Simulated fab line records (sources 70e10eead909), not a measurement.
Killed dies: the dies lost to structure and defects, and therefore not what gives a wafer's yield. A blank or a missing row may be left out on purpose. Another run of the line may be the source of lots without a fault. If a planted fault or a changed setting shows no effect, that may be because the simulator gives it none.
Chamber matching / flow nand harc / rie diel-06 running NHARC_P_BONDPAD_ACTIVATE_29: 4 sister chambers
The step chemistry N2, time 60 s. 54 wafers are shown with their chamber, then 12 later ones without.

== EACH WAFER AND ITS CHAMBER ==
wafer=L075.2; chamber=2; showerhead plenum p Torr (Torr)=1.84; drypump motor current A (A)=5.3; oes product au (a.u.)=0.998
wafer=L075.3; chamber=3; showerhead plenum p Torr (Torr)=1.69; drypump motor current A (A)=6.0; oes product au (a.u.)=1.001
wafer=L075.5; chamber=2; showerhead plenum p Torr (Torr)=1.84; drypump motor current A (A)=5.3; oes product au (a.u.)=1.001
wafer=L076.2; chamber=1; showerhead plenum p Torr (Torr)=1.77; drypump motor current A (A)=6.0; oes product au (a.u.)=1.007
wafer=L076.5; chamber=0; showerhead plenum p Torr (Torr)=1.67; drypump motor current A (A)=5.6; oes product au (a.u.)=0.985
wafer=L076.6; chamber=3; showerhead plenum p Torr (Torr)=1.69; drypump motor current A (A)=6.0; oes product au (a.u.)=1.007
wafer=L077.2; chamber=3; showerhead plenum p Torr (Torr)=1.69; drypump motor current A (A)=6.0; oes product au (a.u.)=0.983
wafer=L077.3; chamber=0; showerhead plenum p Torr (Torr)=1.67; drypump motor current A (A)=5.6; oes product au (a.u.)=0.984
wafer=L077.5; chamber=3; showerhead plenum p Torr (Torr)=1.69; drypump motor current A (A)=6.0; oes product au (a.u.)=1.000
wafer=L078.2; chamber=1; showerhead plenum p Torr (Torr)=1.77; drypump motor current A (A)=5.9; oes product au (a.u.)=1.001
wafer=L078.3; chamber=2; showerhead plenum p Torr (Torr)=1.84; drypump motor current A (A)=5.2; oes product au (a.u.)=0.990
wafer=L078.6; chamber=0; showerhead plenum p Torr (Torr)=1.67; drypump motor current A (A)=5.6; oes product au (a.u.)=0.988
wafer=L079.2; chamber=2; showerhead plenum p Torr (Torr)=1.84; drypump motor current A (A)=5.2; oes product au (a.u.)=0.986
wafer=L079.3; chamber=0; showerhead plenum p Torr (Torr)=1.66; drypump motor current A (A)=5.6; oes product au (a.u.)=0.994
wafer=L079.5; chamber=0; showerhead plenum p Torr (Torr)=1.67; drypump motor current A (A)=5.6; oes product au (a.u.)=0.997
wafer=L079.1; chamber=1; showerhead plenum p Torr (Torr)=1.77; drypump motor current A (A)=5.9; oes product au (a.u.)=0.994
wafer=L079.4; chamber=1; showerhead plenum p Torr (Torr)=1.77; drypump motor current A (A)=6.0; oes product au (a.u.)=0.987
wafer=L079.6; chamber=2; showerhead plenum p Torr (Torr)=1.84; drypump motor current A (A)=5.2; oes product au (a.u.)=0.991
wafer=L081.1; chamber=3; showerhead plenum p Torr (Torr)=1.69; drypump motor current A (A)=6.1; oes product au (a.u.)=1.005
wafer=L081.4; chamber=1; showerhead plenum p Torr (Torr)=1.77; drypump motor current A (A)=6.0; oes product au (a.u.)=0.999
wafer=L081.6; chamber=2; showerhead plenum p Torr (Torr)=1.84; drypump motor current A (A)=5.2; oes product au (a.u.)=0.998
wafer=L082.2; chamber=3; showerhead plenum p Torr (Torr)=1.69; drypump motor current A (A)=6.0; oes product au (a.u.)=1.005
wafer=L082.3; chamber=0; showerhead plenum p Torr (Torr)=1.66; drypump motor current A (A)=5.6; oes product au (a.u.)=1.003
wafer=L082.4; chamber=1; showerhead plenum p Torr (Torr)=1.77; drypump motor current A (A)=5.9; oes product au (a.u.)=0.997
wafer=L083.1; chamber=3; showerhead plenum p Torr (Torr)=1.69; drypump motor current A (A)=6.0; oes product au (a.u.)=0.998
wafer=L083.2; chamber=2; showerhead plenum p Torr (Torr)=1.84; drypump motor current A (A)=5.2; oes product au (a.u.)=1.002
wafer=L083.5; chamber=0; showerhead plenum p Torr (Torr)=1.66; drypump motor current A (A)=5.6; oes product au (a.u.)=0.988
wafer=L084.1; chamber=0; showerhead plenum p Torr (Torr)=1.66; drypump motor current A (A)=5.6; oes product au (a.u.)=1.011
wafer=L084.2; chamber=2; showerhead plenum p Torr (Torr)=1.84; drypump motor current A (A)=5.2; oes product au (a.u.)=1.007
wafer=L084.4; chamber=1; showerhead plenum p Torr (Torr)=1.77; drypump motor current A (A)=6.0; oes product au (a.u.)=1.015
wafer=L085.1; chamber=1; showerhead plenum p Torr (Torr)=1.77; drypump motor current A (A)=6.0; oes product au (a.u.)=1.001
wafer=L085.3; chamber=3; showerhead plenum p Torr (Torr)=1.69; drypump motor current A (A)=6.0; oes product au (a.u.)=1.003
wafer=L085.6; chamber=3; showerhead plenum p Torr (Torr)=1.69; drypump motor current A (A)=6.0; oes product au (a.u.)=1.005
wafer=L088.1; chamber=2; showerhead plenum p Torr (Torr)=1.84; drypump motor current A (A)=5.2; oes product au (a.u.)=0.995
wafer=L088.2; chamber=0; showerhead plenum p Torr (Torr)=1.66; drypump motor current A (A)=5.6; oes product au (a.u.)=0.997
wafer=L088.4; chamber=3; showerhead plenum p Torr (Torr)=1.69; drypump motor current A (A)=6.0; oes product au (a.u.)=0.999
wafer=L088.3; chamber=1; showerhead plenum p Torr (Torr)=1.77; drypump motor current A (A)=5.9; oes product au (a.u.)=1.006
wafer=L088.5; chamber=1; showerhead plenum p Torr (Torr)=1.77; drypump motor current A (A)=6.0; oes product au (a.u.)=1.013
wafer=L088.6; chamber=0; showerhead plenum p Torr (Torr)=1.66; drypump motor current A (A)=5.6; oes product au (a.u.)=0.993
wafer=L086.3; chamber=1; showerhead plenum p Torr (Torr)=1.77; drypump motor current A (A)=6.0; oes product au (a.u.)=1.008
wafer=L086.5; chamber=2; showerhead plenum p Torr (Torr)=1.84; drypump motor current A (A)=5.2; oes product au (a.u.)=0.995
wafer=L086.6; chamber=3; showerhead plenum p Torr (Torr)=1.69; drypump motor current A (A)=6.0; oes product au (a.u.)=0.998
wafer=L090.2; chamber=0; showerhead plenum p Torr (Torr)=1.66; drypump motor current A (A)=5.6; oes product au (a.u.)=0.990
wafer=L090.3; chamber=1; showerhead plenum p Torr (Torr)=1.77; drypump motor current A (A)=5.9; oes product au (a.u.)=1.005
wafer=L090.5; chamber=0; showerhead plenum p Torr (Torr)=1.66; drypump motor current A (A)=5.6; oes product au (a.u.)=0.996
wafer=L090.1; chamber=2; showerhead plenum p Torr (Torr)=1.84; drypump motor current A (A)=5.2; oes product au (a.u.)=0.999
wafer=L090.4; chamber=3; showerhead plenum p Torr (Torr)=1.69; drypump motor current A (A)=6.0; oes product au (a.u.)=1.001
wafer=L090.6; chamber=1; showerhead plenum p Torr (Torr)=1.77; drypump motor current A (A)=6.0; oes product au (a.u.)=1.008
wafer=L089.2; chamber=0; showerhead plenum p Torr (Torr)=1.66; drypump motor current A (A)=5.6; oes product au (a.u.)=0.992
wafer=L089.4; chamber=2; showerhead plenum p Torr (Torr)=1.84; drypump motor current A (A)=5.2; oes product au (a.u.)=1.000
wafer=L089.5; chamber=3; showerhead plenum p Torr (Torr)=1.69; drypump motor current A (A)=6.0; oes product au (a.u.)=0.989
wafer=L091.1; chamber=0; showerhead plenum p Torr (Torr)=1.66; drypump motor current A (A)=5.6; oes product au (a.u.)=0.985
wafer=L091.2; chamber=1; showerhead plenum p Torr (Torr)=1.77; drypump motor current A (A)=6.0; oes product au (a.u.)=1.002
wafer=L091.3; chamber=3; showerhead plenum p Torr (Torr)=1.69; drypump motor current A (A)=6.0; oes product au (a.u.)=0.992

SIGNATURES (means of the wafers above)
reading=showerhead plenum p Torr; chamber 0=1.6629; chamber 1=1.7700; chamber 2=1.8400; chamber 3=1.6900; scatter within a chamber=0.00239
reading=drypump motor current A; chamber 0=5.600; chamber 1=5.964; chamber 2=5.217; chamber 3=6.007; scatter within a chamber=0.0341
reading=oes product au; chamber 0=0.99307; chamber 1=1.00307; chamber 2=0.99683; chamber 3=0.99900; scatter within a chamber=0.00697
Rule: for each reading, subtract the chamber's mean from the wafer's reading, divide by that reading's scatter and square the result; add these up over the readings and take the root, which gives the wafer's distance from the chamber. The wafer belongs to the nearest chamber; if the next one is less than 2 further off, it can't be placed. The scatter: take each reading less its chamber's mean, square it, sum over the shown wafers, divide by the number of wafers less the number of chambers, and take the root.

== WAFERS WHOSE CHAMBER IS MISSING ==
wafer=L093.1; showerhead plenum p Torr (Torr)=1.77; drypump motor current A (A)=6.0; oes product au (a.u.)=1.003
wafer=L093.4; showerhead plenum p Torr (Torr)=1.84; drypump motor current A (A)=5.2; oes product au (a.u.)=0.990
wafer=L093.5; showerhead plenum p Torr (Torr)=1.84; drypump motor current A (A)=5.2; oes product au (a.u.)=1.000
wafer=L095.2; showerhead plenum p Torr (Torr)=1.66; drypump motor current A (A)=5.6; oes product au (a.u.)=1.001
wafer=L095.5; showerhead plenum p Torr (Torr)=1.84; drypump motor current A (A)=5.2; oes product au (a.u.)=1.007
wafer=L095.6; showerhead plenum p Torr (Torr)=1.77; drypump motor current A (A)=6.0; oes product au (a.u.)=0.997
wafer=L097.1; showerhead plenum p Torr (Torr)=1.77; drypump motor current A (A)=6.0; oes product au (a.u.)=0.990
wafer=L097.2; showerhead plenum p Torr (Torr)=1.69; drypump motor current A (A)=6.0; oes product au (a.u.)=1.016
wafer=L097.5; showerhead plenum p Torr (Torr)=1.66; drypump motor current A (A)=5.6; oes product au (a.u.)=0.992
wafer=L096.1; showerhead plenum p Torr (Torr)=1.66; drypump motor current A (A)=5.6; oes product au (a.u.)=0.998
wafer=L096.5; showerhead plenum p Torr (Torr)=1.69; drypump motor current A (A)=6.1; oes product au (a.u.)=0.995
wafer=L096.6; showerhead plenum p Torr (Torr)=1.84; drypump motor current A (A)=5.2; oes product au (a.u.)=0.995

== THE CHAMBER EACH PASSED THROUGH ==
wafer=L093.1; from the rows above=1; in truth=1
wafer=L093.4; from the rows above=2; in truth=2
wafer=L093.5; from the rows above=2; in truth=2
wafer=L095.2; from the rows above=0; in truth=0
wafer=L095.5; from the rows above=2; in truth=2
wafer=L095.6; from the rows above=1; in truth=1
wafer=L097.1; from the rows above=1; in truth=1
wafer=L097.2; from the rows above=3; in truth=3
wafer=L097.5; from the rows above=0; in truth=0
wafer=L096.1; from the rows above=0; in truth=0
wafer=L096.5; from the rows above=3; in truth=3
wafer=L096.6; from the rows above=2; in truth=2
Placed correctly: 12 of 12. From these rows, 0 cannot be placed. Placed wrongly: 0.
